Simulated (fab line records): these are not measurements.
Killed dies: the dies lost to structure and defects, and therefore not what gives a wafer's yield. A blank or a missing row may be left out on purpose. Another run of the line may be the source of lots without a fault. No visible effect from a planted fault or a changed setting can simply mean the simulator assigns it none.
Matching of chambers | flow nand_harc | pecvd-01 running NHARC_A_STAIRCASE_DEP_322: 3 sister chambers
The step deposits SiO2, target thk 3800 nm. 3 wafers are shown with their chamber, then 8 later ones without.

## WAFERS WITH THEIR CHAMBER
wafer  | chamber | heater_power_w (W)
L091.5 | 1       | 663
L091.6 | 2       | 486
L093.2 | 0       | 723

## WAFERS MISSING THEIR CHAMBER
wafer  | heater_power_w (W)
L093.4 | 652
L093.6 | 498
L092.1 | 597
L092.3 | 805
L092.4 | 647
L095.2 | 671
L095.4 | 469
L095.6 | 659

## WHICH CHAMBER EACH ONE RAN IN
wafer  | from the rows above          | in truth
L093.4 | can't be placed: 1 or 0      | 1
L093.6 | 2                            | 2
L092.1 | can't be placed: 1 or 2 or 0 | 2
L092.3 | can't be placed: 0 or 1      | 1
L092.4 | can't be placed: 1 or 0      | 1
L095.2 | can't be placed: 1 or 0      | 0
L095.4 | 2                            | 2
L095.6 | can't be placed: 1 or 0      | 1
Correct placement for 2 of the 8. Not placeable from these rows: 6 (in 6, the candidates include the true chamber). Wrongly placed: 0.
How it was worked out, from the rows above alone: a wafer's distance from a chamber is the root of the sum, over the readings, of the square of ((its reading less the chamber's mean) divided by the reading's scatter). The wafer belongs to the nearest chamber; if the next one is less than 2 further off, it can't be placed. Each chamber's mean is taken over the wafers shown for it. The scatter: with one shown wafer a chamber, the root of the mean of the squares of how far each hidden wafer lies from its nearest shown one.
